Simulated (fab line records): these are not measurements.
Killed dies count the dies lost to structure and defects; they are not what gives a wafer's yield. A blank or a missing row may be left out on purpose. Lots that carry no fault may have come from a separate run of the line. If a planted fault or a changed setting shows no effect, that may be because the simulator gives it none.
Chamber matching || flow n5 finfet || 3 sister chambers for N5_PASSIVATION_STRIP_34 on rie diel-06
The step strips in O2. 3 wafers are shown with their chamber, then 5 later ones without.

== WAFERS, EACH WITH ITS CHAMBER ==
{"wafer": "L595.1", "chamber": 3, "drypump motor current A (A)": 6.7}
{"wafer": "L597.4", "chamber": 0, "drypump motor current A (A)": 5.1}
{"wafer": "L597.6", "chamber": 1, "drypump motor current A (A)": 4.8}

== WAFERS WITH NO CHAMBER GIVEN ==
{"wafer": "L600.1", "drypump motor current A (A)": 6.7}
{"wafer": "L600.6", "drypump motor current A (A)": 5.2}
{"wafer": "L606.2", "drypump motor current A (A)": 4.9}
{"wafer": "L606.5", "drypump motor current A (A)": 5.1}
{"wafer": "L606.6", "drypump motor current A (A)": 6.7}

== CHAMBER TAKEN BY EACH ==
{"wafer": "L600.1", "from the rows above": 3, "in truth": 3}
{"wafer": "L600.6", "from the rows above": 0, "in truth": 0}
{"wafer": "L606.2", "from the rows above": "can't be placed: 1 or 0", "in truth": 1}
{"wafer": "L606.5", "from the rows above": 0, "in truth": 0}
{"wafer": "L606.6", "from the rows above": 3, "in truth": 3}
Correctly placed: 4 of 5. These rows do not allow placing 1 (true chamber among the candidates in 1). Placed wrongly: 0.
How it was worked out, from the rows above alone: a wafer's distance from a chamber is the root of the sum, over the readings, of the square of ((its reading less the chamber's mean) divided by the reading's scatter). The wafer belongs to the nearest chamber; if the next one is less than 2 further off, it can't be placed. Each chamber's mean is taken over the wafers shown for it. The scatter: root of mean squared gap, hidden wafer to nearest shown wafer, with one shown wafer a chamber.
